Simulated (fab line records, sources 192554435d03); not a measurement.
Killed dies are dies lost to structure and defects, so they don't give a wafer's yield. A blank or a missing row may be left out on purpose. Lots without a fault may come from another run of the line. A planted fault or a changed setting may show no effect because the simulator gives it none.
Which tool did it? | flow n5_finfet | 24 lots, 72 wafers sampled, at 6 steps of a route of 1938

WHAT THE GAUGES READ, wafer by wafer
N5_BEOL_M4_CD_MEAS_18: pitch 36 nm, target cd 18 nm. Usual: cd_nm 18.03 nm, standard deviation 0.28.
lot  | measured     | on        | cd_nm (nm)        | flag
L074 | day 8 15:46  | cd_sem-02 | 17.80 17.67 17.83 |
L075 | day 10 02:33 | cd_sem-01 | 18.10 18.20 18.65 |
L076 | day 10 04:42 | cd_sem-01 | 18.20 17.92 18.18 |
L077 | day 10 04:56 | cd_sem-02 | 18.09 17.51 17.85 |
L078 | day 10 06:29 | cd_sem-02 | 18.02 17.73 18.16 |
L080 | day 10 19:52 | cd_sem-03 | 17.64 18.07 17.88 |
L081 | day 10 20:01 | cd_sem-02 | 18.16 18.24 18.10 |
L082 | day 11 01:42 | cd_sem-03 | 17.90 17.75 18.03 |
L083 | day 11 03:25 | cd_sem-03 | 18.72 18.31 18.00 |
L084 | day 11 10:03 | cd_sem-01 | 18.27 17.75 17.93 |
L085 | day 11 12:53 | cd_sem-01 | 18.34 18.01 18.10 |
L086 | day 11 20:07 | cd_sem-01 | 18.14 17.91 17.77 |
L092 | day 12 02:09 | cd_sem-02 | 17.65 18.20 17.89 |
L088 | day 12 22:50 | cd_sem-01 | 17.93 18.33 18.20 |
L087 | day 13 08:44 | cd_sem-01 | 17.91 18.22 17.58 |
L090 | day 13 12:39 | cd_sem-02 | 17.98 18.13 17.58 |
L089 | day 13 12:51 | cd_sem-01 | 18.20 18.27 17.82 |
L091 | day 13 14:26 | cd_sem-03 | 17.92 17.86 18.07 |
L093 | day 14 07:11 | cd_sem-02 | 17.99 18.50 18.05 |
L079 | day 14 09:42 | cd_sem-01 | 17.98 18.25 17.95 |
L097 | day 14 11:33 | cd_sem-03 | 18.31 18.41 18.29 |
L095 | day 15 04:28 | cd_sem-03 | 17.99 18.21 18.36 |
L096 | day 15 08:00 | cd_sem-02 | 17.85 18.36 17.92 |
L094 | day 15 09:36 | cd_sem-03 | 17.86 17.53 17.84 |

N5_BEOL_M4_INSPECT_59: inspects for defects (darkfield). Usual: raw_defect_count 72, standard deviation 23.
lot  | measured     | on                | raw_defect_count | flag
L074 | day 9 18:46  | defect_inspect-02 | 62 84 59         |
L075 | day 11 04:23 | defect_inspect-01 | 113 80 95        |
L076 | day 11 09:52 | defect_inspect-02 | 80 71 48         |
L077 | day 11 12:29 | defect_inspect-01 | 61 107 76        |
L078 | day 11 18:31 | defect_inspect-01 | 104 73 66        |
L080 | day 12 01:47 | defect_inspect-01 | 55 38 36         |
L081 | day 12 05:05 | defect_inspect-02 | 74 75 55         |
L082 | day 12 11:28 | defect_inspect-02 | 54 60 78         |
L083 | day 12 12:07 | defect_inspect-02 | 73 105 113       |
L084 | day 12 16:55 | defect_inspect-02 | 49 48 89         |
L085 | day 13 00:49 | defect_inspect-02 | 39 25 46         |
L086 | day 13 07:43 | defect_inspect-02 | 128 88 65        |
L092 | day 13 07:50 | defect_inspect-02 | 76 80 82         |
L088 | day 13 22:08 | defect_inspect-01 | 113 148 138      |
L087 | day 14 02:53 | defect_inspect-01 | 47 107 100       |
L090 | day 14 07:16 | defect_inspect-01 | 61 82 69         |
L089 | day 13 23:46 | defect_inspect-02 | 68 63 93         |
L091 | day 14 10:11 | defect_inspect-01 | 53 54 76         |
L093 | day 14 15:11 | defect_inspect-02 | 56 56 81         |
L079 | day 15 11:16 | defect_inspect-01 | 75 81 75         |
L097 | day 15 11:41 | defect_inspect-02 | 49 50 52         |
L095 | day 16 13:34 | defect_inspect-01 | 63 73 63         |
L096 | day 15 22:28 | defect_inspect-01 | 56 49 34         |
L094 | day 16 09:25 | defect_inspect-01 | 58 68 80         |

N5_BEOL_M5_INSPECT_13: inspects for defects (brightfield). Usual: raw_defect_count 428, standard deviation 95.
lot  | measured     | on                | raw_defect_count | flag
L074 | day 9 21:29  | defect_inspect-01 | 469 767 619      |
L075 | day 11 06:53 | defect_inspect-01 | 520 308 358      |
L076 | day 11 12:18 | defect_inspect-01 | 430 417 329      |
L077 | day 11 15:23 | defect_inspect-01 | 387 566 406      |
L078 | day 11 21:13 | defect_inspect-01 | 488 605 516      |
L080 | day 12 05:42 | defect_inspect-01 | 509 500 394      |
L081 | day 12 07:27 | defect_inspect-02 | 460 471 382      |
L082 | day 12 15:02 | defect_inspect-01 | 450 472 497      |
L083 | day 12 15:07 | defect_inspect-02 | 469 411 479      |
L084 | day 12 19:34 | defect_inspect-02 | 424 377 497      |
L085 | day 13 04:04 | defect_inspect-01 | 393 640 403      |
L086 | day 13 10:29 | defect_inspect-01 | 463 374 355      |
L092 | day 13 10:32 | defect_inspect-01 | 368 419 567      |
L088 | day 14 01:05 | defect_inspect-02 | 409 481 536      |
L087 | day 14 06:03 | defect_inspect-01 | 358 566 421      |
L090 | day 14 10:08 | defect_inspect-01 | 341 317 280      |
L089 | day 14 06:01 | defect_inspect-01 | 409 511 493      |
L091 | day 14 14:49 | defect_inspect-01 | 383 358 383      |
L093 | day 14 18:37 | defect_inspect-02 | 302 394 433      |
L079 | day 15 14:57 | defect_inspect-02 | 367 395 520      |
L097 | day 15 15:12 | defect_inspect-02 | 343 268 317      |
L095 | day 16 16:08 | defect_inspect-02 | 502 462 261      |
L096 | day 16 00:59 | defect_inspect-02 | 361 302 307      |
L094 | day 16 12:20 | defect_inspect-02 | 543 469 373      |

WHICH TOOL RAN EACH LOT (tool, then ch and the chambers of the sampled wafers, then the start)
lot  | N5_BEOL_M4_ANNEAL_49         | N5_BEOL_M4_ANNEAL_91         | N5_BEOL_M4_ANNEAL_93
L074 | pvd_sputter-02, day 9 15:44  | pvd_sputter-02, day 9 16:50  | pvd_sputter-02, day 9 17:04
L075 | pvd_sputter-01, day 11 01:13 | pvd_sputter-01, day 11 02:19 | pvd_sputter-01, day 11 02:32
L076 | pvd_sputter-01, day 11 07:02 | pvd_sputter-01, day 11 08:08 | pvd_sputter-01, day 11 08:21
L077 | pvd_sputter-02, day 11 09:43 | pvd_sputter-02, day 11 10:49 | pvd_sputter-02, day 11 11:02
L078 | pvd_sputter-03, day 11 15:43 | pvd_sputter-03, day 11 16:49 | pvd_sputter-03, day 11 17:02
L080 | pvd_sputter-01, day 11 23:02 | pvd_sputter-01, day 12 00:08 | pvd_sputter-01, day 12 00:21
L081 | pvd_sputter-03, day 12 02:05 | pvd_sputter-03, day 12 03:11 | pvd_sputter-03, day 12 03:24
L082 | pvd_sputter-03, day 12 08:19 | pvd_sputter-03, day 12 09:25 | pvd_sputter-03, day 12 09:38
L083 | pvd_sputter-01, day 12 09:11 | pvd_sputter-01, day 12 10:17 | pvd_sputter-01, day 12 10:31
L084 | pvd_sputter-02, day 12 14:08 | pvd_sputter-02, day 12 15:14 | pvd_sputter-02, day 12 15:28
L085 | pvd_sputter-03, day 12 22:04 | pvd_sputter-03, day 12 23:10 | pvd_sputter-03, day 12 23:23
L086 | pvd_sputter-03, day 13 04:57 | pvd_sputter-03, day 13 06:03 | pvd_sputter-03, day 13 06:16
L092 | pvd_sputter-02, day 13 05:05 | pvd_sputter-02, day 13 06:11 | pvd_sputter-02, day 13 06:25
L088 | pvd_sputter-03, day 13 19:10 | pvd_sputter-03, day 13 20:16 | pvd_sputter-03, day 13 20:29
L087 | pvd_sputter-01, day 14 00:01 | pvd_sputter-01, day 14 01:07 | pvd_sputter-01, day 14 01:20
L090 | pvd_sputter-02, day 14 04:30 | pvd_sputter-02, day 14 05:36 | pvd_sputter-02, day 14 05:49
L089 | pvd_sputter-02, day 13 20:59 | pvd_sputter-02, day 13 22:05 | pvd_sputter-02, day 13 22:18
L091 | pvd_sputter-02, day 14 07:25 | pvd_sputter-02, day 14 08:31 | pvd_sputter-02, day 14 08:44
L093 | pvd_sputter-01, day 14 12:16 | pvd_sputter-01, day 14 13:22 | pvd_sputter-01, day 14 13:35
L079 | pvd_sputter-02, day 15 08:31 | pvd_sputter-02, day 15 09:37 | pvd_sputter-02, day 15 09:50
L097 | pvd_sputter-03, day 15 08:39 | pvd_sputter-03, day 15 09:45 | pvd_sputter-03, day 15 09:58
L095 | pvd_sputter-01, day 16 01:17 | pvd_sputter-01, day 16 02:23 | pvd_sputter-01, day 16 02:36
L096 | pvd_sputter-01, day 15 19:38 | pvd_sputter-01, day 15 20:44 | pvd_sputter-01, day 15 20:58
L094 | pvd_sputter-02, day 16 06:39 | pvd_sputter-02, day 16 07:45 | pvd_sputter-02, day 16 07:58
- N5_BEOL_M4_ANNEAL_49: time 240 s.
- N5_BEOL_M4_ANNEAL_91: time 240 s.
- N5_BEOL_M4_ANNEAL_93: time 240 s.

WHAT THE TOOLS THEMSELVES READ (means of the sampled wafers that have a number; where no wafer has one, the mark that the record gives instead)
N5_BEOL_M4_ANNEAL_49. Usual: heater_power_w 836 W, standard deviation 71.
lot  | tool           | heater_power_w (W) | flag
L074 | pvd_sputter-02 | 848                |
L075 | pvd_sputter-01 | 866                |
L076 | pvd_sputter-01 | 793                |
L077 | pvd_sputter-02 | 847                |
L078 | pvd_sputter-03 | 805                |
L080 | pvd_sputter-01 | 831                |
L081 | pvd_sputter-03 | 847                |
L082 | pvd_sputter-03 | 800                |
L083 | pvd_sputter-01 | 925                |
L084 | pvd_sputter-02 | 848                |
L085 | pvd_sputter-03 | 836                |
L086 | pvd_sputter-03 | 846                |
L092 | pvd_sputter-02 | 827                |
L088 | pvd_sputter-03 | 788                |
L087 | pvd_sputter-01 | 853                |
L090 | pvd_sputter-02 | 799                |
L089 | pvd_sputter-02 | 830                |
L091 | pvd_sputter-02 | 806                |
L093 | pvd_sputter-01 | 796                |
L079 | pvd_sputter-02 | 799                |
L097 | pvd_sputter-03 | 737                |
L095 | pvd_sputter-01 | 864                |
L096 | pvd_sputter-01 | 803                |
L094 | pvd_sputter-02 | 812                |

N5_BEOL_M4_ANNEAL_91. Usual: heater_power_w 835 W, standard deviation 69.
lot  | tool           | heater_power_w (W) | flag
L074 | pvd_sputter-02 | 846                |
L075 | pvd_sputter-01 | 851                |
L076 | pvd_sputter-01 | 793                |
L077 | pvd_sputter-02 | 849                |
L078 | pvd_sputter-03 | 787                |
L080 | pvd_sputter-01 | 820                |
L081 | pvd_sputter-03 | 839                |
L082 | pvd_sputter-03 | 796                |
L083 | pvd_sputter-01 | 933                |
L084 | pvd_sputter-02 | 856                |
L085 | pvd_sputter-03 | 832                |
L086 | pvd_sputter-03 | 841                |
L092 | pvd_sputter-02 | 812                |
L088 | pvd_sputter-03 | 782                |
L087 | pvd_sputter-01 | 838                |
L090 | pvd_sputter-02 | 818                |
L089 | pvd_sputter-02 | 836                |
L091 | pvd_sputter-02 | 824                |
L093 | pvd_sputter-01 | 802                |
L079 | pvd_sputter-02 | 799                |
L097 | pvd_sputter-03 | 742                |
L095 | pvd_sputter-01 | 855                |
L096 | pvd_sputter-01 | 794                |
L094 | pvd_sputter-02 | 812                |

N5_BEOL_M4_ANNEAL_93. Usual: heater_power_w 836 W, standard deviation 73.
lot  | tool           | heater_power_w (W) | flag
L074 | pvd_sputter-02 | 853                |
L075 | pvd_sputter-01 | 869                |
L076 | pvd_sputter-01 | 787                |
L077 | pvd_sputter-02 | 843                |
L078 | pvd_sputter-03 | 804                |
L080 | pvd_sputter-01 | 837                |
L081 | pvd_sputter-03 | 849                |
L082 | pvd_sputter-03 | 790                |
L083 | pvd_sputter-01 | 952                |
L084 | pvd_sputter-02 | 837                |
L085 | pvd_sputter-03 | 845                |
L086 | pvd_sputter-03 | 844                |
L092 | pvd_sputter-02 | 818                |
L088 | pvd_sputter-03 | 799                |
L087 | pvd_sputter-01 | 847                |
L090 | pvd_sputter-02 | 818                |
L089 | pvd_sputter-02 | 826                |
L091 | pvd_sputter-02 | 818                |
L093 | pvd_sputter-01 | 793                |
L079 | pvd_sputter-02 | 783                |
L097 | pvd_sputter-03 | 753                |
L095 | pvd_sputter-01 | 851                |
L096 | pvd_sputter-01 | 787                |
L094 | pvd_sputter-02 | 820                |

THE ANSWER, worked out from the rows above alone
Rule: a lot is off if the mean of its wafers that have a number lies more than 3 standard deviations from the usual mean. A lot without any number at a reading at which 4 lots or more have one is off too. The other lots that the step has rows for count as sound. The gauges are gone through in route order, then the tools' own readings, and for those a lot's mean is taken as printed above. The first step at which some lot is off is used, and at that step the reading that is off furthest; a lot without a number counts as furthest.
No lot is off at any reading shown: from this, nothing can be told.

WHAT THE SIMULATOR HAD PUT IN
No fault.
